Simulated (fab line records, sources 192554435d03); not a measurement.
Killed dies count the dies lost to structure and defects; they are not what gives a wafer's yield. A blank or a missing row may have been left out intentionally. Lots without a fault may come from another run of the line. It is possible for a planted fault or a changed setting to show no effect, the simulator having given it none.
Split-lot experiment :: flow n5-finfet :: 21 wafers read across 7 lots, on a route 1938 steps long

== THE SPLIT ITSELF ==
At N5_PASSIVATION_ETCH_54 (etches SiO2 in CHF3/O2, target depth 880 nm, time 440 s), the setting source-w was moved away from the recipe's 650 W on 7 of the 21 wafers read, by -17.2% to +8.8%. All remaining wafers had this setting at the recipe value.

Reading taken at the split's own step.

== THE READING ==
rf-vpp-V, in V, at N5_PASSIVATION_ETCH_54 (etches SiO2 in CHF3/O2, target depth 880 nm, time 440 s). Typical for fault-free wafers on this fab line: 522 V, with standard deviation 9.4 V.

wafer: L080.2
tool, chamber at the split: rie-diel-03, 1
source-w as run, W: 538.2
against the recipe: -17.2%
rf-vpp-V, V: 591
against lot-mates on the recipe: +69

wafer: L080.3
tool, chamber at the split: rie-diel-03, 2
source-w as run, W: 538.2
against the recipe: -17.2%
rf-vpp-V, V: 579
against lot-mates on the recipe: +57

wafer: L080.4
tool, chamber at the split: rie-diel-03, 0
source-w as run, W: 650
against the recipe: recipe
rf-vpp-V, V: 522
against lot-mates on the recipe: -

wafer: L085.3
tool, chamber at the split: rie-diel-02, 2
source-w as run, W: 650
against the recipe: recipe
rf-vpp-V, V: 508
against lot-mates on the recipe: -

wafer: L085.5
tool, chamber at the split: rie-diel-02, 1
source-w as run, W: 650
against the recipe: recipe
rf-vpp-V, V: 533
against lot-mates on the recipe: -

wafer: L085.6
tool, chamber at the split: rie-diel-02, 3
source-w as run, W: 618.8
against the recipe: -4.8%
rf-vpp-V, V: 529
against lot-mates on the recipe: +8

wafer: L088.2
tool, chamber at the split: rie-diel-02, 3
source-w as run, W: 650
against the recipe: recipe
rf-vpp-V, V: 515
against lot-mates on the recipe: -

wafer: L088.3
tool, chamber at the split: rie-diel-02, 1
source-w as run, W: 650
against the recipe: recipe
rf-vpp-V, V: 532
against lot-mates on the recipe: -

wafer: L088.5
tool, chamber at the split: rie-diel-02, 2
source-w as run, W: 707.1
against the recipe: +8.8%
rf-vpp-V, V: 488
against lot-mates on the recipe: -36

wafer: L089.3
tool, chamber at the split: rie-diel-01, 1
source-w as run, W: 603.3
against the recipe: -7.2%
rf-vpp-V, V: 550
against lot-mates on the recipe: +37

wafer: L089.4
tool, chamber at the split: rie-diel-01, 2
source-w as run, W: 650
against the recipe: recipe
rf-vpp-V, V: 513
against lot-mates on the recipe: -

wafer: L089.6
tool, chamber at the split: rie-diel-01, 2
source-w as run, W: 650
against the recipe: recipe
rf-vpp-V, V: 513
against lot-mates on the recipe: -

wafer: L091.2
tool, chamber at the split: rie-diel-03, 0
source-w as run, W: 650
against the recipe: recipe
rf-vpp-V, V: 523
against lot-mates on the recipe: -

wafer: L091.5
tool, chamber at the split: rie-diel-03, 1
source-w as run, W: 650
against the recipe: recipe
rf-vpp-V, V: 539
against lot-mates on the recipe: -

wafer: L091.6
tool, chamber at the split: rie-diel-03, 2
source-w as run, W: 650
against the recipe: recipe
rf-vpp-V, V: 527
against lot-mates on the recipe: -

wafer: L090.1
tool, chamber at the split: rie-diel-03, 1
source-w as run, W: 650
against the recipe: recipe
rf-vpp-V, V: 537
against lot-mates on the recipe: -

wafer: L090.4
tool, chamber at the split: rie-diel-03, 1
source-w as run, W: 650
against the recipe: recipe
rf-vpp-V, V: 538
against lot-mates on the recipe: -

wafer: L090.5
tool, chamber at the split: rie-diel-03, 3
source-w as run, W: 650
against the recipe: recipe
rf-vpp-V, V: 515
against lot-mates on the recipe: -

wafer: L095.1
tool, chamber at the split: rie-diel-01, 1
source-w as run, W: 700.2
against the recipe: +7.7%
rf-vpp-V, V: 510
against lot-mates on the recipe: -8

wafer: L095.2
tool, chamber at the split: rie-diel-01, 2
source-w as run, W: 700.2
against the recipe: +7.7%
rf-vpp-V, V: 494
against lot-mates on the recipe: -24

wafer: L095.4
tool, chamber at the split: rie-diel-01, 0
source-w as run, W: 650
against the recipe: recipe
rf-vpp-V, V: 518
against lot-mates on the recipe: -

FIT RESULTS
A straight line over all 21 wafers: rf-vpp-V changes by -3.44 V for each +1% of source-w; r = -0.92; the points scatter about the line by 9.9 V.
The same after taking each lot's own level away (the mean of its wafers on the recipe; 21 wafers): -3.48 V for each +1%; r = -0.93; scatter 9.2 V.
Per that fit: largest source-w move, reading shift of 60 V.
The lots' own levels span 513.0 to 530.0 V, that is 1.8 times the standard deviation above.
So the lot-to-lot level changes the slope little: the two slopes agree.
Check: with one of the wafers moved furthest among these (-17.2%) left out of the fit, the line predicts +56.8 V for it against its lot-mates. It came out at +69 V against them.
Tool readings at the split's step, against how far the setting was moved: rf-vpp-V r = -0.92.

== FURTHER SPLITS ON THESE WAFERS ==
These wafers also went through other splits before the reading. Each is held against what the fit with the lots' levels taken away leaves over:
other split on the same wafers: N5_BEOL_M15_CMP_49 down-force-psi
wafers away from the commonest value: 4
r with rf-vpp-V (lot level and that fit taken away): -0.25

other split on the same wafers: N5_MIM_BOT_SPUTTER_00 time-s
wafers away from the commonest value: 7
r with rf-vpp-V (lot level and that fit taken away): -0.12

other split on the same wafers: N5_PASSIVATION_EXPOSE_27 dose-mj
wafers away from the commonest value: 6
r with rf-vpp-V (lot level and that fit taken away): +0.09

other split on the same wafers: N5_PASSIVATION_ETCH_59 time-s
wafers away from the commonest value: 5
r with rf-vpp-V (lot level and that fit taken away): +0.06

== FILE'S OWN FIT ==
rf-vpp-V changes by -3.58 V for each +1% of source-w, r = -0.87.
